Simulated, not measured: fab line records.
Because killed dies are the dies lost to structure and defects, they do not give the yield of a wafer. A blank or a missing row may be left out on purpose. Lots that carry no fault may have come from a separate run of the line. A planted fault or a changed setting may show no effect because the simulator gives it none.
The tool behind it: which one?    flow nand harc    13 lots with 39 wafers sampled at 6 steps, on a route of 1159 steps

== WHAT THE GAUGES SHOWED, per wafer ==
NHARC_P_GATE_INSPECT_68. Usual: 212 for raw defect count, sd 83.
lot   measured      on                 raw defect count  flag
L515  day 5 04:10   defect inspect-01  197 286 230       
L516  day 5 19:52   defect inspect-02  518 332 288       
L518  day 5 21:59   defect inspect-02  236 123 230       
L517  day 5 22:19   defect inspect-02  139 152 122       
L520  day 6 11:06   defect inspect-01  336 253 257       
L522  day 7 06:13   defect inspect-01  399 424 451       
L526  day 8 22:31   defect inspect-02  124 156 286       
L528  day 8 23:36   defect inspect-01  359 271 276       
L527  day 9 00:29   defect inspect-01  276 185 239       
L531  day 9 16:28   defect inspect-02  421 186 201       
L533  day 9 21:32   defect inspect-01  208 270 325       
L536  day 10 11:43  defect inspect-01  168 147 160       
L537  day 10 21:17  defect inspect-02  317 169 150       

NHARC_END_SORT_01. Usual: killed at array 30, standard deviation 10; killed at other 0.5, standard deviation 0.82; killed at periphery 2.9, standard deviation 2; killed dies 34, standard deviation 11; killed open 3.2, standard deviation 1.8; killed short 2.0, standard deviation 1.4.
lot   measured      on         killed at array  killed at other  killed at periphery  killed dies  killed open  killed short  flag
L515  day 19 18:32  prober-01  32 31 29         0 0 0            2 2 3                34 33 32     1 2 2        2 4 5         
L516  day 20 03:16  prober-01  26 22 24         0 2 1            1 1 1                27 25 26     4 1 4        2 1 2         
L518  day 20 03:53  prober-02  27 32 28         0 0 1            2 1 0                29 33 29     1 3 3        1 2 3         
L517  day 20 10:50  prober-02  14 18 10         0 0 0            0 2 1                14 20 11     6 4 4        0 1 1         
L520  day 20 18:55  prober-02  30 26 23         0 0 0            3 3 1                33 29 24     0 2 1        6 2 0         
L522  day 21 01:56  prober-02  32 36            0 0              65 51                97 87        3 3          1 0           OFF
L526  day 22 11:58  prober-01  34 31 28         1 0 0            3 4 8                38 35 36     6 4 5        4 2 1         
L528  day 23 16:49  prober-02  40 39 45         0 1 0            3 0 3                43 40 48     1 0 4        1 3 2         
L527  day 23 08:32  prober-01  15 16 17         1 0 1            2 4 6                18 20 24     1 5 3        1 2 3         
L531  day 24 08:30  prober-02  35 30 46         1 3 1            2 2 3                38 35 50     2 3 5        1 4 7         
L533  day 23 22:50  prober-01  20 12 21         2 0 0            5 5 5                27 17 26     1 1 4        1 2 4         
L536  day 24 23:18  prober-02  50 41 49         0 0 1            2 1 3                52 42 53     1 1 5        0 2 2         
L537  day 25 15:50  prober-02  33 40 40         0 0 1            3 0 0                36 40 41     3 2 1        2 2 2         

== WHICH TOOL RAN EACH LOT (tool, then ch and the chambers of the sampled wafers, then the start) ==
lot   NHARC_P_GATE_STRIP_95                 NHARC_P_GATE_STRIP_96                NHARC_P_GATE_RTA_82               NHARC_P_CONTACT_DEP_00
L515  plasma asher-02 ch 0, day 5 02:19     wet bench-04 ch 0,1,7, day 5 02:32   rtp anneal-01 ch 0, day 5 03:58   pecvd-01 ch 0,2, day 19 18:32 or earlier
L516  plasma asher-02 ch 0,1, day 5 18:01   wet bench-04 ch 0,1,4, day 5 18:13   rtp anneal-01 ch 0, day 5 19:42   pecvd-01 ch 1,2, day 20 03:16 or earlier
L518  plasma asher-02 ch 0,1, day 5 19:59   wet bench-01 ch 1,4,5, day 5 20:11   rtp anneal-01 ch 0, day 5 21:50   pecvd-01 ch 0,1,2, day 20 03:53 or earlier
L517  plasma asher-01 ch 0,1, day 5 20:30   wet bench-02 ch 0,2,6, day 5 20:43   rtp anneal-02 ch 0, day 5 22:09   pecvd-04 ch 1,2, day 20 10:50 or earlier
L520  plasma asher-02 ch 0,1, day 6 09:16   wet bench-01 ch 0,1,2, day 6 09:29   rtp anneal-01 ch 0, day 6 10:56   pecvd-04 ch 0,1,2, day 20 18:55 or earlier
L522  plasma asher-01 ch 0,1, day 7 04:22   wet bench-01 ch 2,3,6, day 7 04:35   rtp anneal-02 ch 0, day 7 06:01   pecvd-03 ch 0,1,2, day 21 01:56 or earlier
L526  plasma asher-01 ch 0,1, day 8 20:41   wet bench-04 ch 1,3,7, day 8 20:54   rtp anneal-01 ch 0, day 8 22:20   pecvd-04 ch 0,2, day 22 11:58 or earlier
L528  plasma asher-01 ch 0,1, day 8 21:46   wet bench-04 ch 4,5,6, day 8 21:59   rtp anneal-01 ch 0, day 8 23:26   pecvd-01 ch 0,2, day 23 16:49 or earlier
L527  plasma asher-01 ch 1, day 8 22:40     wet bench-02 ch 2,6,7, day 8 22:53   rtp anneal-01 ch 0, day 9 00:17   pecvd-03 ch 0,1,2, day 23 08:32 or earlier
L531  plasma asher-02 ch 0,1, day 9 14:26   wet bench-04 ch 2,5,7, day 9 14:38   rtp anneal-02 ch 0, day 9 16:19   pecvd-01 ch 0,1,2, day 24 08:30 or earlier
L533  plasma asher-01 ch 0,1, day 9 19:40   wet bench-02 ch 0,6,7, day 9 19:54   rtp anneal-01 ch 0, day 9 21:20   pecvd-01 ch 0,1, day 23 22:50 or earlier
L536  plasma asher-01 ch 0,1, day 10 09:53  wet bench-02 ch 1,4,6, day 10 10:06  rtp anneal-02 ch 0, day 10 11:31  pecvd-03 ch 0,1,2, day 24 23:18 or earlier
L537  plasma asher-02 ch 0,1, day 10 19:27  wet bench-02 ch 0,1,4, day 10 19:40  rtp anneal-01 ch 0, day 10 21:07  pecvd-04 ch 0,1, day 25 15:50 or earlier
- NHARC_P_GATE_STRIP_95: strips in O2.
- NHARC_P_GATE_STRIP_96: strips in SPM, time 900 s.
- NHARC_P_GATE_RTA_82: time 30 s.
- NHARC_P_CONTACT_DEP_00: deposits SiO2, target thk 500 nm.

== AS READ BY THE TOOLS THEMSELVES (means over the sampled wafers that have a number; for cases with no such wafer, the mark the record gives instead) ==
NHARC_P_GATE_STRIP_95. Usual: drypump motor current A 5.6 A, standard deviation 0.32; heater power w 317 W, standard deviation 27.
lot   tool             drypump motor current A (A)  heater power w (W)  flag
L515  plasma asher-02  5.3                          316                 
L516  plasma asher-02  5.6                          296                 
L518  plasma asher-02  5.5                          296                 
L517  plasma asher-01  5.9                          319                 
L520  plasma asher-02  5.4                          313                 
L522  plasma asher-01  5.6                          334                 
L526  plasma asher-01  5.6                          338                 
L528  plasma asher-01  5.6                          336                 
L527  plasma asher-01  6.1                          295                 
L531  plasma asher-02  5.5                          305                 
L533  plasma asher-01  5.8                          320                 
L536  plasma asher-01  5.6                          337                 
L537  plasma asher-02  5.5                          307                 

NHARC_P_GATE_STRIP_96. Usual: 15.1 % for bath heat duty pct, sd 2.1.
lot   tool          bath heat duty pct (%)  flag
L515  wet bench-04  15.0                    
L516  wet bench-04  15.1                    
L518  wet bench-01  14.1                    
L517  wet bench-02  15.5                    
L520  wet bench-01  17.7                    
L522  wet bench-01  16.9                    
L526  wet bench-04  14.7                    
L528  wet bench-04  13.5                    
L527  wet bench-02  17.1                    
L531  wet bench-04  14.4                    
L533  wet bench-02  15.1                    
L536  wet bench-02  14.9                    
L537  wet bench-02  14.0                    

NHARC_P_GATE_RTA_82. Usual: lamp power pct 4.0 %, standard deviation 0.33; wafer_temp_C_max 452.5, standard deviation 0.51.
lot   tool           lamp power pct (%)  wafer_temp_C_max  flag
L515  rtp anneal-01  4.3                 452.9             
L516  rtp anneal-01  4.3                 452.8             
L518  rtp anneal-01  4.3                 452.1             
L517  rtp anneal-02  3.6                 452.6             
L520  rtp anneal-01  4.3                 452.6             
L522  rtp anneal-02  3.6                 452.4             
L526  rtp anneal-01  4.3                 452.4             
L528  rtp anneal-01  4.3                 452.8             
L527  rtp anneal-01  4.3                 453.0             
L531  rtp anneal-02  3.6                 452.5             
L533  rtp anneal-01  4.3                 452.6             
L536  rtp anneal-02  3.6                 452.2             
L537  rtp anneal-01  4.3                 452.2             

NHARC_P_CONTACT_DEP_00. Usual: heater power w 607 W, standard deviation 80; showerhead vpp V 1847 V, standard deviation 110; throttle valve pct 16.0 %, standard deviation 0.56.
lot   tool      heater power w (W)  showerhead vpp V (V)  throttle valve pct (%)  flag
L515  pecvd-01  634                 1856                  16.2                    
L516  pecvd-01  569                 1915                  16.1                    
L518  pecvd-01  642                 1901                  16.0                    
L517  pecvd-04  497                 1770                  15.9                    
L520  pecvd-04  586                 1802                  15.4                    
L522  pecvd-03  611                 1811                  16.1                    
L526  pecvd-04  497                 1814                  15.5                    
L528  pecvd-01  633                 1853                  16.3                    
L527  pecvd-03  632                 1806                  16.3                    
L531  pecvd-01  570                 1891                  16.2                    
L533  pecvd-01  596                 1916                  16.2                    
L536  pecvd-03  610                 1809                  16.1                    
L537  pecvd-04  559                 1841                  15.0                    

== THE ANSWER, worked out from the rows above alone ==
Rule: a lot is off if the mean of its wafers that have a number lies more than 3 standard deviations from the usual mean. A lot without any number at a reading at which 4 lots or more have one is off too. Where the step has rows for the other lots, those lots are counted as sound. After the gauges, taken in route order, come the tools' own readings; for these a lot's mean is taken, as printed above. The first step at which some lot is off is used, and at that step the reading that is off furthest; a lot without a number counts as furthest.
Off: L522, at NHARC_END_SORT_01 (killed at periphery).
If a tool, at a process step before that reading, ran all the lots that are off and no sound lot after the first of them, it fits. The gauges at NHARC_END_SORT_01 are tried like those tools. NHARC_P_CONTACT_DEP_00 gives no start for some lots, so the hours and the order of its lots are those of NHARC_END_SORT_01. One candidate fits, namely wet bench-01 at NHARC_P_GATE_STRIP_96. Its last sound lot is L520 (day 6 09:29), its first lot that is off L522 (day 7 04:35): a fault that began between those two fits.

== WHAT THE SIMULATOR HAD PUT IN ==
Chamber particle source: wet bench-01, from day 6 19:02 on, at NHARC_P_GATE_STRIP_96. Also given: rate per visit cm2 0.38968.
Lots struck among those shown: L522. Same finding as the rule above.
